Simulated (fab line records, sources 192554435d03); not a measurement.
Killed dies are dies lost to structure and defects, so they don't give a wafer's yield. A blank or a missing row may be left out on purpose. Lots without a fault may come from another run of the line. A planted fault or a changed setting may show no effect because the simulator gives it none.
Chamber matching | flow n5_finfet | N5_BEOL_M11_STRIP_19 on rie_diel-05: 4 sister chambers
The step strips in O2. 4 wafers are shown with their chamber, then 8 later ones without.

WAFERS WITH THEIR CHAMBER
wafer  | chamber | drypump_motor_current_A (A)
L087.4 | 2       | 6.6
L091.3 | 3       | 5.8
L091.4 | 0       | 6.6
L091.6 | 1       | 5.3

WAFERS WITHOUT THEIR CHAMBER
wafer  | drypump_motor_current_A (A)
L092.2 | 5.8
L092.3 | 6.6
L092.5 | 5.8
L093.2 | 5.9
L093.5 | 5.9
L093.6 | 6.6
L094.2 | 6.6
L094.5 | 6.6

WHICH CHAMBER EACH WENT THROUGH
wafer  | from the rows above     | in truth
L092.2 | 3                       | 3
L092.3 | can't be placed: 0 or 2 | 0
L092.5 | 3                       | 3
L093.2 | 3                       | 3
L093.5 | 3                       | 3
L093.6 | can't be placed: 0 or 2 | 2
L094.2 | can't be placed: 0 or 2 | 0
L094.5 | can't be placed: 0 or 2 | 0
Placed correctly: 4 of 8. Can't be placed from these rows: 4 (the true chamber is among the candidates in 4). Placed wrongly: 0.
How it was worked out, from the rows above alone: a wafer's distance from a chamber is the root of the sum, over the readings, of the square of ((its reading less the chamber's mean) divided by the reading's scatter). The wafer belongs to the nearest chamber; if the next one is less than 2 further off, it can't be placed. A chamber's mean is the mean of its shown wafers. The scatter: with one shown wafer a chamber, the root of the mean of the squares of how far each hidden wafer lies from its nearest shown one.
